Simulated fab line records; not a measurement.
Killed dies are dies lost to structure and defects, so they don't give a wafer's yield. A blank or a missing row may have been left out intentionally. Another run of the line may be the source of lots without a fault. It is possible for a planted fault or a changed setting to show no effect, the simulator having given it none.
fab line records + flow nand-harc
record:
- lots: 6
- wafers: 18
- last-day: 24
route steps=1159 shown P_START@1 P_ZERO_WELL@2
lots that met no fault: taken from a fault-free run of the same line
start-h: hours from the record's first day to the start of the lot's first wafer shown + wait-h: hours from the lot's prior step to this one + " unchanged from the row above + L1.1+2: a row that stands for several wafers + - value missing, or start not given + * or withheld: withheld + < > ~ a bound
route shown NAME@n: a module of which the file shows steps, and the number in the route of the first + usual: average and standard deviation across the fault-free wafers + same: alike in all rows + chamber/n: place in a boat + sites: each site's reading + _std_site: standard deviation across them + _edge_site: the outer-site mean with the inner-site mean subtracted + radius-mm: for every site, how far away it sits from the centre of the wafer + mask NAME#n: copy n + behind: tool/chamber where the wafer was last shaped + hold: why the lot was held/for how many hours/how that ended + device: transistor that didn't switch, given as n, p or np + end of line: the tests these same wafers got at the end of their route + a step with no rows: only its recipe + killed: the dies lost at the first sort to structure and to defects; this is not the yield of the wafer + map: the dies of a wafer, with x for killed, . for not killed, _ for no die there
set.NAME: setting as actually run; set.NAME@STEP: the setting as run at that earlier step + model.NAME: the simulator's own value behind a step, which no gauge read
lots at selected steps of the route; one table per step, one row per wafer
services: when a tool's chamber went out of use (start-h, in hours from the record's first day, below 0 if earlier), for how many hours, and the reason
== steps ==
step: NHARC_P_START_INSPECT_01
usual:
- raw-defect-count: 3.6/1.8
| lot.wafer | tool              | chamber | start-h | wait-h | raw-defect-count |
|-----------|-------------------|---------|---------|--------|------------------|
| L386.1    | defect-inspect-02 | -       | 12.04   | -      | 3                |
| L386.2    | "                 | -       | "       | "      | 3                |
| L386.5    | "                 | -       | "       | "      | 5                |
| L388.3    | defect-inspect-02 | -       | 24.04   | -      | 2                |
| L388.4    | "                 | -       | "       | "      | 2                |
| L388.6    | "                 | -       | "       | "      | 3                |
| L391.2    | defect-inspect-01 | -       | 42.04   | -      | 4                |
| L391.3    | "                 | -       | "       | "      | 5                |
| L391.4    | "                 | -       | "       | "      | 4                |
| L404.1    | defect-inspect-02 | -       | 120.04  | -      | 5                |
| L404.2    | "                 | -       | "       | "      | 3                |
| L404.3    | "                 | -       | "       | "      | 2                |
| L407.1    | defect-inspect-01 | -       | 138.04  | -      | 4                |
| L407.3    | "                 | -       | "       | "      | 0                |
| L407.5    | "                 | -       | "       | "      | 2                |
| L408.1    | defect-inspect-01 | -       | 144.04  | -      | 1                |
| L408.5    | "                 | -       | "       | "      | 5                |
| L408.6    | "                 | -       | "       | "      | 1                |
step: NHARC_P_ZERO_WELL_PRECLEAN_00
recipe:
- time-s: 600
- temp-c: 120
- chemistry: SPM
step: NHARC_P_ZERO_WELL_SRD_01
step: NHARC_P_ZERO_WELL_PECVD_02
recipe:
- target-thk-a: 100
- temp-c: 400
- pressure-torr: 6.5
- rf-w: withheld
- teos-flow-sccm: withheld
- flow-sccm: 2650
- target-thk-nm: 10
- gas: O2
- material: SiO2
step: NHARC_P_ZERO_WELL_DEHYDRATE_03
recipe:
- temp-c: 150
- time-s: 120
step: NHARC_P_ZERO_WELL_HMDS_04
recipe:
- time-s: 30
step: NHARC_P_ZERO_WELL_COAT_64
recipe:
- temp-c: 200
- time-s: 65
step: NHARC_P_ZERO_WELL_COAT_05
recipe:
- spin-rpm: 2000
- resist-thk-nm: 600
step: NHARC_P_ZERO_WELL_SOFTBAKE_06
recipe:
- temp-c: 125
- time-s: 70
step: NHARC_P_ZERO_WELL_EBR_07
step: NHARC_P_ZERO_WELL_EXPOSE_08
recipe:
- na: 0.55
- target-cd-nm: 500
- dose-mj: 33.8
- mask-id: P_ZERO
step: NHARC_P_ZERO_WELL_PEB_09
recipe:
- peb-temp-c: 128
- peb-time-s: 80
usual:
- chill-plate-temp-C: 22.98/0.11
- heater-power-total-W: 189.8/0.79
| lot.wafer | tool           | chamber | start-h | wait-h | chill-plate-temp-C | heater-power-total-W |
|-----------|----------------|---------|---------|--------|--------------------|----------------------|
| L386.1    | litho-track-03 | 0       | 13.05   | 0.1    | 23.00              | 190.8                |
| L386.2    | "              | 0       | "       | "      | 23.14              | 188.5                |
| L386.5    | "              | 0       | "       | "      | 23.04              | 189.9                |
| L388.3    | litho-track-02 | 0       | 25.31   | 0.1    | 22.86              | 188.8                |
| L388.4    | "              | 0       | "       | "      | 22.84              | 189.5                |
| L388.6    | "              | 0       | "       | "      | 22.83              | 189.1                |
| L391.2    | litho-track-07 | 0       | 43.17   | 0.1    | 22.95              | 188.5                |
| L391.3    | "              | 0       | "       | "      | 23.06              | 189.1                |
| L391.4    | "              | 0       | "       | "      | 22.89              | 190.7                |
| L404.1    | litho-track-07 | 0       | 121.16  | 0.1    | 23.04              | 236.3                |
| L404.2    | "              | 0       | "       | "      | 22.77              | 237.6                |
| L404.3    | "              | 0       | "       | "      | 22.91              | 189.6                |
| L407.1    | litho-track-07 | 0       | 139.15  | 0.1    | 22.75              | 237.1                |
| L407.3    | "              | 0       | "       | "      | 22.77              | 189.5                |
| L407.5    | "              | 0       | "       | "      | 22.76              | 190.7                |
| L408.1    | litho-track-03 | 0       | 145.03  | 0.1    | 22.98              | 190.6                |
| L408.5    | "              | 0       | "       | "      | 23.00              | 190.0                |
| L408.6    | "              | 0       | "       | "      | 23.02              | 190.8                |
step: NHARC_P_ZERO_WELL_DEVELOP_10
recipe:
- time-s: 50
- dev-temp-c: 22
step: NHARC_P_ZERO_WELL_CD_MEAS_11
recipe:
- target-cd-nm: 500
- landing-energy-ev: 500
usual:
- cd-nm: 499.5/2.5
same:
- landing-energy-ev: 500
| lot.wafer | tool      | chamber | start-h | wait-h | cd-nm |
|-----------|-----------|---------|---------|--------|-------|
| L386.1    | cd-sem-03 | 0       | 13.14   | -      | 503.3 |
| L386.2    | "         | 0       | "       | "      | 504.2 |
| L386.5    | "         | 0       | "       | "      | 502.1 |
| L388.3    | cd-sem-03 | 0       | 25.40   | -      | 500.6 |
| L388.4    | "         | 0       | "       | "      | 495.8 |
| L388.6    | "         | 0       | "       | "      | 495.6 |
| L391.2    | cd-sem-03 | 0       | 43.26   | -      | 497.5 |
| L391.3    | "         | 0       | "       | "      | 497.8 |
| L391.4    | "         | 0       | "       | "      | 495.4 |
| L404.1    | cd-sem-02 | 0       | 121.24  | -      | 477.0 |
| L404.2    | "         | 0       | "       | "      | 481.7 |
| L404.3    | "         | 0       | "       | "      | 500.1 |
| L407.1    | cd-sem-01 | 0       | 139.24  | -      | 477.7 |
| L407.3    | "         | 0       | "       | "      | 498.0 |
| L407.5    | "         | 0       | "       | "      | 497.0 |
| L408.1    | cd-sem-01 | 0       | 145.12  | -      | 507.9 |
| L408.5    | "         | 0       | "       | "      | 501.4 |
| L408.6    | "         | 0       | "       | "      | 504.1 |
step: NHARC_P_ZERO_WELL_HARDBAKE_12
recipe:
- temp-c: 118
- time-s: 65
== services ==
| tool           | chamber | start-h | hours | kind |
|----------------|---------|---------|-------|------|
| litho-track-02 | -       | -10.00  | 7.0   | pm   |
| litho-track-07 | -       | 14.00   | 7.0   | pm   |
| litho-track-03 | -       | 38.00   | 7.0   | pm   |
== key ==
first-sign:
- step: NHARC_P_ZERO_WELL_PEB_09
- reading: heater-power-total-W
- direction: up
- sigmas: 60
- usual: *
- struck: *
effect:
- step: NHARC_P_ZERO_WELL_CD_MEAS_11
- reading: cd-nm
- direction: down
- sigmas: 8.2
- usual: 499.5
- struck: 478.8
met-at NHARC_P_ZERO_WELL_PEB_09
struck-wafers L404.1,L404.2,L407.1
tester-left-out L404,L407
onset-between 43.17 121.16
fault:
- kind: process-parameter-drift
- tool: litho-track-07
- chamber: -
- onset-h: 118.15
- steps: NHARC_P_ZERO_WELL_PEB_09
- channel: peb-time-s
- offset: *
- shape: step
- end-h: 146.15
- scope: struck-wafers-only
- acts-in: *
- stated: *
tester-left-out: of these lots the tester's yield and bins aren't shown, on N5 and GAA mostly nor the transistor test; their killed dies are dies lost to structure and defects alone, not to doping, threshold or leakage, so they don't give the yield
